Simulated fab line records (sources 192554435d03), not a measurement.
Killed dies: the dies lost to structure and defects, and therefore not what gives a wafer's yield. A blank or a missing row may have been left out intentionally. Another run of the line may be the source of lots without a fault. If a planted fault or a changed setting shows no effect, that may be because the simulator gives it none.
Lot-split experiment | flow n5 finfet | 7 lots, 39 wafers read, on a route of 1938 steps

ON THE SPLIT
At N5_GATE_CUT_DESCUM_18 (chemistry O2, time 7 s), the setting time s was moved away from the recipe's 7 s on 12 of the 39 wafers read, by -41.1% to +20.4%. This setting was run at the recipe's value on the other wafers.

FROM THE SPLIT ON TO THE READING: in between, the file shows 1 step
- N5_GATE_CUT_ETCH_28: etches underlayer in N2/H2, target depth 13 nm, time 10.4 s

THE READING
CAR-EUV_of_GATE_CUT_COAT_07.thk nm (the simulator's own value, which no gauge read), in nm, at N5_GATE_CUT_ETCH_36 (etches SiARC in CF4, target depth 13 nm, time 21.7 s). The file does not state a usual value for it. The 27 wafers here that ran the recipe average 6.9 nm, standard deviation 0.088 nm.

wafer  | tool, chamber at the split | time s as run, s | against the recipe | CAR-EUV_of_GATE_CUT_COAT_07.thk nm, nm | against lot-mates on the recipe
L075.1 | rie diel-02, 2,0,3         | 5.118            | -26.9%             | 7.8                                    | +0.8
L075.2 | rie diel-02, 2,0,3         | 5.118            | -26.9%             | 7.8                                    | +0.8
L075.3 | rie diel-02, 2,0,3         | 5.118            | -26.9%             | 8                                      | +1.0
L075.4 | rie diel-02, 1,2,3         | 7                | recipe             | 7                                      | -
L075.5 | rie diel-02, 1,2,3         | 7                | recipe             | 7                                      | -
L075.6 | rie diel-02, 1,2,3         | 7                | recipe             | 7                                      | -
L081.1 | rie diel-02, 2,3           | 7                | recipe             | 7                                      | -
L081.4 | rie diel-02, 2             | 7                | recipe             | 7                                      | -
L081.2 | rie diel-02, 0             | 4.122            | -41.1%             | 8.4                                    | +1.5
L081.3 | rie diel-02, 3,0           | 4.122            | -41.1%             | 8.4                                    | +1.5
L081.5 | rie diel-02, 3,0           | 4.122            | -41.1%             | 8.4                                    | +1.5
L081.6 | rie diel-02, 2,3           | 7                | recipe             | 6.8                                    | -
L083.1 | rie diel-05, 1             | 8.4              | +20.0%             | 6.2                                    | -0.7
L083.4 | rie diel-05, 3             | 8.4              | +20.0%             | 6.2                                    | -0.7
L083.6 | rie diel-05, 3             | 8.4              | +20.0%             | 6.2                                    | -0.7
L083.2 | rie diel-05, 0,2,2         | 7                | recipe             | 7                                      | -
L083.3 | rie diel-05, 0,2,2         | 7                | recipe             | 6.8                                    | -
L083.5 | rie diel-05, 0,2,2         | 7                | recipe             | 6.8                                    | -
L087.3 | rie diel-06, 3,2           | 7                | recipe             | 7                                      | -
L087.4 | rie diel-06, 0             | 7                | recipe             | 7                                      | -
L087.5 | rie diel-06, 3,2           | 7                | recipe             | 6.8                                    | -
L088.1 | rie diel-06, 1,0,3,2,3,2   | 7                | recipe             | 6.8                                    | -
L088.2 | rie diel-06, 1,0,3,2,3,2   | 7                | recipe             | 6.8                                    | -
L088.3 | rie diel-06, 1,0,3,2,3,2   | 7                | recipe             | 7                                      | -
L088.4 | rie diel-06, 1,0,3,2,3,2   | 7                | recipe             | 7                                      | -
L088.5 | rie diel-06, 1,0,3,2,3,2   | 7                | recipe             | 7                                      | -
L088.6 | rie diel-06, 1,0,3,2,3,2   | 7                | recipe             | 7                                      | -
L089.1 | rie diel-05, 2,1,1         | 7                | recipe             | 7                                      | -
L089.6 | rie diel-05, 2,1,1         | 7                | recipe             | 7                                      | -
L089.2 | rie diel-05, 0,3,2         | 8.428            | +20.4%             | 6.4                                    | -0.5
L089.4 | rie diel-05, 0,3,2         | 8.428            | +20.4%             | 6.4                                    | -0.5
L089.3 | rie diel-05, 2,1,1         | 7                | recipe             | 6.8                                    | -
L089.5 | rie diel-05, 0,3,2         | 8.428            | +20.4%             | 6.2                                    | -0.7
L096.1 | rie diel-02, 2,3,1         | 7                | recipe             | 7                                      | -
L096.2 | rie diel-02, 1,0,0         | 7                | recipe             | 7                                      | -
L096.3 | rie diel-02, 2,3,1         | 7                | recipe             | 7                                      | -
L096.4 | rie diel-02, 1,0,0         | 7                | recipe             | 7                                      | -
L096.5 | rie diel-02, 2,3,1         | 7                | recipe             | 7                                      | -
L096.6 | rie diel-02, 1,0,0         | 7                | recipe             | 7                                      | -
Rows listing several chambers each stand for several wafers; the file does not say which wafer went through which chamber.

FIT RESULTS
A straight line over all 39 wafers: CAR-EUV_of_GATE_CUT_COAT_07.thk nm changes by -0.0346 nm for each +1% of time s; r = -0.99; the points scatter about the line by 0.09 nm.
The same after taking each lot's own level away (the mean of its wafers on the recipe; 39 wafers): -0.0337 nm for each +1%; r = -0.99; scatter 0.083 nm.
On that fit, the largest move of time s shifts the reading by 1.4 nm.
Across the lots, their own levels run from 6.87 to 7.00 nm, a range of 1.5 times the standard deviation given above.
Consequently the slope shifts little with the lot-to-lot level, the two slopes agreeing.
Check: for one of the wafers moved furthest among these (-41.1%), held out of the fit, the line's prediction against its lot-mates is +1.38 nm. Against them it came out at +1.47 nm.

OTHER SPLITS APPLIED TO THESE WAFERS
Other splits were also applied to these wafers ahead of the reading. Each is held against what the fit with the lots' levels taken away leaves over:
other split on the same wafers       | wafers away from the commonest value | r with CAR-EUV_of_GATE_CUT_COAT_07.thk nm (lot level and that fit taken away)
N5_FIN_SAQP_HM_DEP_72 time s         | 15                                   | -0.15
N5_SD_EPI_P_EPI_21 epi growth time s | 18                                   | +0.05

THE WHOLE CHAIN: every reading that the file lists as answering this split, in the file's order
step                  | what it does                                                | reading                                                                             | change (the file's fit)                | r (the file's)
N5_GATE_CUT_DESCUM_18 | chemistry O2, time 7 s                                      | CAR-EUV_of_GATE_CUT_COAT_07.thk nm (the simulator's own value, which no gauge read) | -0.0353 nm for each +1% of the setting | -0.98
N5_GATE_CUT_ETCH_28   | etches underlayer in N2/H2, target depth 13 nm, time 10.4 s | CAR-EUV_of_GATE_CUT_COAT_07.thk nm (the simulator's own value, which no gauge read) | -0.0366 nm for each +1% of the setting | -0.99
N5_GATE_CUT_ETCH_36   | etches SiARC in CF4, target depth 13 nm, time 21.7 s        | CAR-EUV_of_GATE_CUT_COAT_07.thk nm (the simulator's own value, which no gauge read) | -0.0338 nm for each +1% of the setting | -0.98

THE FILE'S OWN FIT
CAR-EUV_of_GATE_CUT_COAT_07.thk nm changes by -0.0338 nm for each +1% of time s, r = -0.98.
